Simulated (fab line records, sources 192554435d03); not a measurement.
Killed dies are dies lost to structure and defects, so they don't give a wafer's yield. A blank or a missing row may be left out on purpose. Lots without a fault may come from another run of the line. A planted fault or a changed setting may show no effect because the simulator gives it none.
Split-lot experiment | flow n5_finfet | 7 lots, 21 wafers read, on a route of 1938 steps

THE SPLIT
At N5_BEOL_M3_SPUTTER_48 (material Cu, target thk 4.5 nm, time 8.29 s), the setting time_s was moved away from the recipe's 8.29 s on 9 of the 21 wafers read, by -14.0% to +4.1%. The other wafers ran this setting at the recipe's value.

The reading is taken at the split's own step.

THE READING
Cu_of_BEOL_M3_SPUTTER_48.thk_nm (the simulator's own value, which no gauge read), in nm, at N5_BEOL_M3_SPUTTER_48 (material Cu, target thk 4.5 nm, time 8.29 s). The file gives no usual value for it. The 12 wafers here that ran the recipe average 4.6 nm, standard deviation 0.16 nm.

wafer  | tool, chamber at the split | time_s as run, s | against the recipe | Cu_of_BEOL_M3_SPUTTER_48.thk_nm, nm | against lot-mates on the recipe
L075.2 | pvd_sputter-02, -          | 7.86             | -5.2%              | 4                                   | -0.4
L075.3 | pvd_sputter-02, -          | 7.86             | -5.2%              | 4.2                                 | -0.2
L075.5 | pvd_sputter-02, -          | 8.29             | recipe             | 4.4                                 | -
L080.1 | pvd_sputter-01, -          | 8.29             | recipe             | 4.8                                 | -
L080.5 | pvd_sputter-01, -          | 8.29             | recipe             | 4.8                                 | -
L080.3 | pvd_sputter-01, -          | 8.29             | recipe             | 4.6                                 | -
L084.1 | pvd_sputter-03, -          | 8.29             | recipe             | 4.6                                 | -
L084.4 | pvd_sputter-03, -          | 8.29             | recipe             | 4.6                                 | -
L084.5 | pvd_sputter-03, -          | 8.29             | recipe             | 4.8                                 | -
L091.1 | pvd_sputter-03, -          | 8.29             | recipe             | 4.8                                 | -
L091.3 | pvd_sputter-03, -          | 7.341            | -11.4%             | 4.2                                 | -0.6
L091.5 | pvd_sputter-03, -          | 7.341            | -11.4%             | 4                                   | -0.8
L095.2 | pvd_sputter-03, -          | 8.29             | recipe             | 4.6                                 | -
L095.3 | pvd_sputter-03, -          | 8.29             | recipe             | 4.4                                 | -
L095.4 | pvd_sputter-03, -          | 8.626            | +4.1%              | 4.6                                 | +0.1
L096.1 | pvd_sputter-01, -          | 7.132            | -14.0%             | 4                                   | -0.8
L096.4 | pvd_sputter-01, -          | 8.29             | recipe             | 4.8                                 | -
L096.5 | pvd_sputter-01, -          | 7.132            | -14.0%             | 4.2                                 | -0.6
L097.1 | pvd_sputter-02, -          | 7.615            | -8.1%              | 3.8                                 | -0.6
L097.2 | pvd_sputter-02, -          | 8.29             | recipe             | 4.4                                 | -
L097.6 | pvd_sputter-02, -          | 7.615            | -8.1%              | 4                                   | -0.4

THE FIT
A straight line over all 21 wafers: Cu_of_BEOL_M3_SPUTTER_48.thk_nm changes by +0.0468 nm for each +1% of time_s; r = +0.79; the points scatter about the line by 0.21 nm.
The same after taking each lot's own level away (the mean of its wafers on the recipe; 21 wafers): +0.0538 nm for each +1%; r = +0.95; scatter 0.1 nm.
On that fit, the largest move of time_s shifts the reading by 0.75 nm.
The lots' own levels span 4.40 to 4.80 nm, that is 2.5 times the standard deviation above.
So the lot-to-lot level blurs the effect unless lot-mates are compared.
Check: with one of the wafers moved furthest among these (-14.0%) left out of the fit, the line predicts -0.759 nm for it against its lot-mates. It came out at -0.8 nm against them.

OTHER SPLITS ON THESE WAFERS
These wafers also went through other splits before the reading. Each is held against what the fit with the lots' levels taken away leaves over:
other split on the same wafers | wafers away from the commonest value | r with Cu_of_BEOL_M3_SPUTTER_48.thk_nm (lot level and that fit taken away)
N5_BEOL_M2_ETCH_69 bias_w      | 7                                    | -0.22

THE FILE'S OWN FIT
Cu_of_BEOL_M3_SPUTTER_48.thk_nm changes by +0.0547 nm for each +1% of time_s, r = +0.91.
